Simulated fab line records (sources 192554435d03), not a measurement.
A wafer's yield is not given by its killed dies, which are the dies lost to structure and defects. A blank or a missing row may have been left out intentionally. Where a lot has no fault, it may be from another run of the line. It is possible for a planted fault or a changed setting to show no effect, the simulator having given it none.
fab line records -- flow n5Finfet
record: lots: 7, wafers: 39
route steps=1938 shown MIM_BOT@1833 PASSIVATION@1910
startH: hours from the record's first day to the start of the lot's first wafer shown -- waitH: time in hours since the lot's previous step -- " the same as in the row above -- L1.1+2: several wafers, shown together as one row -- - no value, or no start was given -- * or withheld: withheld -- < > ~ a bound
route shown NAME@n: NAME is a module with steps in the file, n the number in the route of the first one -- usual: average and standard deviation across the fault-free wafers -- same: alike in all rows -- chamber/n: place in a boat -- sites: the reading at each site -- _std_site: standard deviation of those values -- _edge_site: outer sites' mean less inner sites' -- radiusMm: for every site, how far away it sits from the centre of the wafer -- mask NAME#n: copy n -- behind: the most recent tool/chamber to have shaped the wafer -- hold: why the lot was held/for how many hours/how that ended -- device: names the non-switching transistor (n, p or np) -- end of line: tests of these same wafers at the route's end -- a step with no rows: only its recipe -- killed: dies lost to structure and defects at the first sort, not the wafer's yield -- map: a wafer's dies, marking killed ones x, the rest . and places with no die _
set.NAME: the setting as run; set.NAME@STEP: as run at that earlier step -- model.NAME: the simulator's own value behind a step, which no gauge read
one table per step and one row per wafer, for lots whose settings were changed on purpose
== steps ==
step: N5_MIM_BOT_SPUTTER_00
recipe: material: TiN, targetThkA: 350, tempC: 200, powerW: 3000, chamberPressurePa: 0.49996, gas: Ar, reactivePartialPa: 0.37997, timeS: 89.7
lot.wafer,tool,chamber,startH,waitH,set.targetThkA,model.TiN_of_MIM_BOT_SPUTTER_00.thkNm
L075.1+2,pvdSputter-02,-,275.34,0.0,350,35.2
L075.3+6,pvdSputter-02,-,275.34,0.0,350,35.4
L075.4+5,pvdSputter-02,-,275.34,0.0,350,35
L085.1,pvdSputter-02,-,337.58,0.0,350,34.2
L085.2,pvdSputter-02,-,337.58,0.0,216.6,21
L085.3,pvdSputter-02,-,337.58,0.0,216.6,21.4
L085.4,pvdSputter-02,-,337.58,0.0,216.6,20.8
L085.5,pvdSputter-02,-,337.58,0.0,350,34.4
L085.6,pvdSputter-02,-,337.58,0.0,350,34.8
L092.1,pvdSputter-01,-,364.68,0.0,350,34.4
L092.4+5,pvdSputter-01,-,364.68,0.0,350,34
L091.1,pvdSputter-01,-,364.96,0.0,152.3,15.2
L091.2,pvdSputter-01,-,364.96,0.0,152.3,15.4
L091.3,pvdSputter-01,-,364.96,0.0,350,34.8
L091.4,pvdSputter-01,-,364.96,0.0,350,34
L091.5,pvdSputter-01,-,364.96,0.0,350,35.2
L091.6,pvdSputter-01,-,364.96,0.0,152.3,14.8
L095.1,pvdSputter-01,-,393.51,0.0,152.6,15.2
L095.2+6,pvdSputter-01,-,393.51,0.0,350,34.6
L095.3,pvdSputter-01,-,393.51,0.0,152.6,14.6
L095.4,pvdSputter-01,-,393.51,0.0,350,33.4
L095.5,pvdSputter-01,-,393.51,0.0,152.6,13.8
L094.1+6,pvdSputter-03,-,393.87,0.0,350,34.2
L094.2,pvdSputter-03,-,393.87,0.0,350,34.8
L094.3+5,pvdSputter-03,-,393.87,0.0,350,34.4
L094.4,pvdSputter-03,-,393.87,0.0,350,35.2
L096.1,pvdSputter-03,-,394.83,0.0,350,34.6
L096.2,pvdSputter-03,-,394.83,0.0,228.2,22.6
L096.3,pvdSputter-03,-,394.83,0.0,228.2,22.4
L096.4,pvdSputter-03,-,394.83,0.0,350,35.4
L096.5,pvdSputter-03,-,394.83,0.0,350,34.8
L096.6,pvdSputter-03,-,394.83,0.0,228.2,22.2
step: N5_PASSIVATION_ETCH_59
recipe: chemistry: Cl2/BCl3, target: TaN, targetDepthA: 650, timeS: 34.9, ionEnergyEv: 100, pressureMtorr: 10, icpW: 900, biasW: 100, Cl2_flow_sccm: 60, bcl3FlowSccm: 30
lot.wafer,tool,chamber,startH,waitH,set.timeS,model.etch.depthNm
L075.1,rieMetal-01,0,282.28,0.3,44.56,81.72
L075.2,rieMetal-01,1,282.28,0.3,34.9,63.26
L075.3,rieMetal-01,1,282.28,0.3,44.56,81.19
L075.4,rieMetal-01,0,282.28,0.3,34.9,64.58
L075.5,rieMetal-01,1,282.28,0.3,34.9,63.53
L075.6,rieMetal-01,0,282.28,0.3,44.56,82.32
L085.1,rieMetal-03,0,346.11,0.3,34.9,64.75
L085.2,rieMetal-03,1,346.11,0.3,42.99,81.25
L085.3,rieMetal-03,1,346.11,0.3,42.99,81.14
L085.4,rieMetal-03,0,346.11,0.3,34.9,64.42
L085.5,rieMetal-03,0,346.11,0.3,34.9,64.52
L085.6,rieMetal-03,1,346.11,0.3,42.99,81.75
L092.1,rieMetal-01,0,372.70,0.3,34.9,64.3
L092.4,rieMetal-01,1,372.70,0.3,34.9,63.86
L092.5,rieMetal-01,0,372.70,0.3,34.9,64.68
L091.1,rieMetal-03,1,373.49,0.3,34.9,65.73
L091.2,rieMetal-03,0,373.49,0.3,15.2,28.35
L091.3,rieMetal-03,0,373.49,0.3,34.9,65.03
L091.4,rieMetal-03,1,373.49,0.3,34.9,65.91
L091.5,rieMetal-03,1,373.49,0.3,15.2,28.58
L091.6,rieMetal-03,0,373.49,0.3,15.2,28.5
L094.1,rieMetal-01,1,405.80,0.3,40.74,75.97
L094.2,rieMetal-01,0,405.80,0.3,34.9,65.16
L094.3,rieMetal-01,1,405.80,0.3,34.9,64.68
L094.4,rieMetal-01,0,405.80,0.3,40.74,76.25
L094.5,rieMetal-01,1,405.80,0.3,34.9,64.47
L094.6,rieMetal-01,0,405.80,0.3,40.74,75.95
L095.1,rieMetal-03,1,405.99,0.4,34.9,65.64
L095.2,rieMetal-03,0,405.99,0.4,51.75,95.35
L095.3,rieMetal-03,1,405.99,0.4,51.75,97.02
L095.4,rieMetal-03,0,405.99,0.4,34.9,64.28
L095.5,rieMetal-03,1,405.99,0.4,51.75,97.55
L095.6,rieMetal-03,0,405.99,0.4,34.9,63.93
L096.1,rieMetal-02,0,406.48,0.3,15.03,27.73
L096.2,rieMetal-02,1,406.48,0.3,34.9,66.39
L096.3,rieMetal-02,1,406.48,0.3,34.9,66.61
L096.4,rieMetal-02,0,406.48,0.3,34.9,63.69
L096.5,rieMetal-02,1,406.48,0.3,15.03,28.9
L096.6,rieMetal-02,0,406.48,0.3,15.03,27.41
== key ==
split: step: N5_MIM_BOT_SPUTTER_00, setting: targetThkA, stated: 350, by: wafer
response: step: N5_MIM_BOT_SPUTTER_00, reading: model.TiN_of_MIM_BOT_SPUTTER_00.thkNm, change: +0.35, per: 1%, r: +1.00
split: step: N5_PASSIVATION_ETCH_59, setting: timeS, stated: 34.9, by: wafer
response: step: N5_PASSIVATION_ETCH_59, reading: model.etch.depthNm, change: +0.663, per: 1%, r: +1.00
